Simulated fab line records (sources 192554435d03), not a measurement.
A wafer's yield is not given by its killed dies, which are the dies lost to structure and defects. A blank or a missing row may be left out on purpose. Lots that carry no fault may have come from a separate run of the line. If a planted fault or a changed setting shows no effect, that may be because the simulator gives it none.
Which tool is to blame? -- flow n5_finfet -- Sampling: 12 lots, 35 wafers, 5 of 1938 route steps

WHAT THE GAUGES SHOWED, per wafer
The record lacks any reading of a measuring or inspecting step that a usual standard deviation could be used to judge.

EACH LOT AND THE TOOL THAT RAN IT (in order: tool; ch and the chambers of the sampled wafers; start)
lot,N5_BEOL_M7_ALD_77,N5_BEOL_M7_SPUTTER_48,N5_BEOL_M8_CURE_74,N5_BEOL_M8_COAT_60,N5_PASSIVATION_PROBE_49
L308,"ald_metal-02 ch 1,2, day 8 20:20","pvd_sputter-02, day 8 21:02","uv_cure-03 ch 2, day 8 22:16","litho_track-02 ch 0, day 8 23:47",-
L307,"ald_metal-03 ch 0,1, day 8 20:56","pvd_sputter-02, day 8 23:09","uv_cure-03 ch 2, day 9 00:23","litho_track-02 ch 0, day 9 01:19",-
L310,"ald_metal-02 ch 1, day 9 17:35","pvd_sputter-01, day 9 18:08","uv_cure-03 ch 0, day 9 19:30","litho_track-03 ch 0, day 9 21:14",-
L311,"ald_metal-04 ch 0,1,2, day 10 02:27","pvd_sputter-01, day 10 03:09","uv_cure-02 ch 2, day 10 04:33","litho_track-02 ch 0, day 10 05:49",-
L313,"ald_metal-03 ch 0,1,3, day 10 08:01","pvd_sputter-02, day 10 08:52","uv_cure-03 ch 0, day 10 11:22","litho_track-05 ch 0, day 10 13:09",-
L312,"ald_metal-03 ch 1,3, day 10 09:59","pvd_sputter-01, day 10 10:30","uv_cure-02 ch 2, day 10 12:47","litho_track-05 ch 0, day 10 13:57",-
L315,"ald_metal-03 ch 1,2,3, day 10 16:50","pvd_sputter-01, day 10 17:19","uv_cure-02 ch 0, day 10 18:49","litho_track-05 ch 0, day 10 20:20",-
L319,"ald_metal-04 ch 0,1, day 11 17:19","pvd_sputter-01, day 11 18:04","uv_cure-03 ch 1, day 11 19:24","litho_track-05 ch 0, day 11 20:41","prober-01, day 14 19:38"
L318,"ald_metal-04 ch 2,3, day 11 20:45","pvd_sputter-02, day 11 21:15","uv_cure-03 ch 0, day 11 22:24","litho_track-05 ch 0, day 11 23:44",-
L323,"ald_metal-03 ch 1,2, day 12 21:32","pvd_sputter-01, day 12 23:46","uv_cure-02 ch 2, day 13 00:59","litho_track-05 ch 0, day 13 01:49",-
L321,"ald_metal-04 ch 0,2, day 12 21:44","pvd_sputter-01, day 12 23:51","uv_cure-01 ch 2, day 13 01:01","litho_track-03 ch 0, day 13 01:50","prober-01, day 15 16:05"
L324,"ald_metal-03 ch 1,3, day 13 13:02","pvd_sputter-03, day 13 13:38","uv_cure-01 ch 2, day 13 15:01","litho_track-05 ch 0, day 13 16:43",-
- N5_BEOL_M7_ALD_77: deposits TaN, target thk 2 nm, pulse time 2 s, purge time 3 s.
- N5_BEOL_M7_SPUTTER_48: material Cu, target thk 10 nm, time 1.667 s.
- N5_BEOL_M8_CURE_74: cures SiCOH lowk, time 240 s.
- N5_BEOL_M8_COAT_60: time 60 s, resist thk 35 nm.
- N5_PASSIVATION_PROBE_49

AS READ BY THE TOOLS THEMSELVES (means over the sampled wafers that have a number; for cases with no such wafer, the mark the record gives instead)
N5_BEOL_M7_ALD_77. Usual: chamber_pressure_Torr 3.001 Torr, standard deviation 0.0069; heater_power_w 424 W, standard deviation 38.
lot,tool,chamber_pressure_Torr (Torr),heater_power_w (W),flag
L308,ald_metal-02,2.994,425,
L307,ald_metal-03,3.001,382,
L310,ald_metal-02,2.997,436,
L311,ald_metal-04,3.006,427,
L313,ald_metal-03,3.001,392,
L312,ald_metal-03,3.002,403,
L315,ald_metal-03,2.994,411,
L319,ald_metal-04,3.001,423,
L318,ald_metal-04,2.997,455,
L323,ald_metal-03,3.002,396,
L321,ald_metal-04,3.002,433,
L324,ald_metal-03,2.994,406,

N5_BEOL_M7_SPUTTER_48. Usual: cathode_dc_power_W 26001 W, standard deviation 4.8; throttle_valve_pct 29.7 %, standard deviation 1.3.
lot,tool,cathode_dc_power_W (W),throttle_valve_pct (%),flag
L308,pvd_sputter-02,25997,29.6,
L307,pvd_sputter-02,25998,28.0,
L310,pvd_sputter-01,26004,30.0,
L311,pvd_sputter-01,25996,30.5,
L313,pvd_sputter-02,26001,28.8,
L312,pvd_sputter-01,25999,30.3,
L315,pvd_sputter-01,26003,30.5,
L319,pvd_sputter-01,26001,29.1,
L318,pvd_sputter-02,26000,28.4,
L323,pvd_sputter-01,26004,29.9,
L321,pvd_sputter-01,26005,29.2,
L324,pvd_sputter-03,25998,30.1,

N5_BEOL_M8_CURE_74. Usual: lamp_power_pct 52.31 %, standard deviation 0.058; wafer_temp_C_max 386.6, standard deviation 0.63.
lot,tool,lamp_power_pct (%),wafer_temp_C_max,flag
L308,uv_cure-03,52.35,387.5,
L307,uv_cure-03,52.21,387.0,
L310,uv_cure-03,52.35,387.0,
L311,uv_cure-02,52.28,386.2,
L313,uv_cure-03,52.33,387.1,
L312,uv_cure-02,52.29,386.6,
L315,uv_cure-02,52.25,386.1,
L319,uv_cure-03,52.29,385.8,
L318,uv_cure-03,52.28,387.3,
L323,uv_cure-02,52.31,386.4,
L321,uv_cure-01,52.31,386.4,
L324,uv_cure-01,52.29,386.0,

N5_BEOL_M8_COAT_60. Usual: plate_temp_C 219.99 C, standard deviation 0.16; spin_speed_rpm 1499.9 rpm, standard deviation 0.99.
lot,tool,plate_temp_C (C),spin_speed_rpm (rpm),flag
L308,litho_track-02,220.07,1499.1,
L307,litho_track-02,220.12,1500.5,
L310,litho_track-03,220.06,1500.2,
L311,litho_track-02,219.99,1500.0,
L313,litho_track-05,220.08,1500.7,
L312,litho_track-05,219.81,1500.3,
L315,litho_track-05,219.90,1498.7,
L319,litho_track-05,220.00,1499.2,
L318,litho_track-05,219.94,1499.6,
L323,litho_track-05,220.09,1597.3,OFF
L321,litho_track-03,219.80,1500.9,
L324,litho_track-05,220.12,1596.9,OFF

N5_PASSIVATION_PROBE_49. Usual: defect_limited_yield 90.9 %, standard deviation 1.5; killed_at_M0_to_M3 36, standard deviation 9.9; killed_at_M4_up 13, standard deviation 4.5; killed_at_contacts 13, standard deviation 6.4; killed_at_front_end 42, standard deviation 12; killed_at_other 3.4, standard deviation 3; killed_dies 107, standard deviation 18; killed_open 69, standard deviation 13; killed_short 35, standard deviation 8.2; sort_bin_5_function 5.3 %, standard deviation 1.1; sort_bin_6_memory 3.4 %, standard deviation 0.69; sort_n_pass 1073, standard deviation 18; sort_yield_pct 90.9 %, standard deviation 1.5.
lot,tool,defect_limited_yield (%),killed_at_M0_to_M3,killed_at_M4_up,killed_at_contacts,killed_at_front_end,killed_at_other,killed_dies,killed_open,killed_short,sort_bin_5_function (%),sort_bin_6_memory (%),sort_n_pass,sort_yield_pct (%),flag
L319,prober-01,90.8,35,22,9,41,1.3,109,72,33,5.5,3.1,1071,90.8,
L321,prober-01,92.8,29,10,5,41,0.0,85,51,33,4.2,2.5,1095,92.8,

THE ANSWER, worked out from the rows above alone
Rule: a lot is off if the mean of its wafers that have a number lies more than 3 standard deviations from the usual mean. Also off: a lot with no number at a reading for which 4 or more lots have one. Where the step has rows for the other lots, those lots are counted as sound. The gauges are gone through in route order, then the tools' own readings, and for those a lot's mean is taken as printed above. At the first step where some lot is off, the reading lying furthest off is the one used; lots without a number count as furthest.
Off: L323, L324, at N5_BEOL_M8_COAT_60 (spin_speed_rpm).
A tool fits if, at that step or a process step before it, it ran every lot that is off, and no sound lot after the first of them. Undecided on this evidence; 2 tools fit (ald_metal-03 at N5_BEOL_M7_ALD_77, litho_track-05 at N5_BEOL_M8_COAT_60).

WHAT THE SIMULATOR HAD INSERTED
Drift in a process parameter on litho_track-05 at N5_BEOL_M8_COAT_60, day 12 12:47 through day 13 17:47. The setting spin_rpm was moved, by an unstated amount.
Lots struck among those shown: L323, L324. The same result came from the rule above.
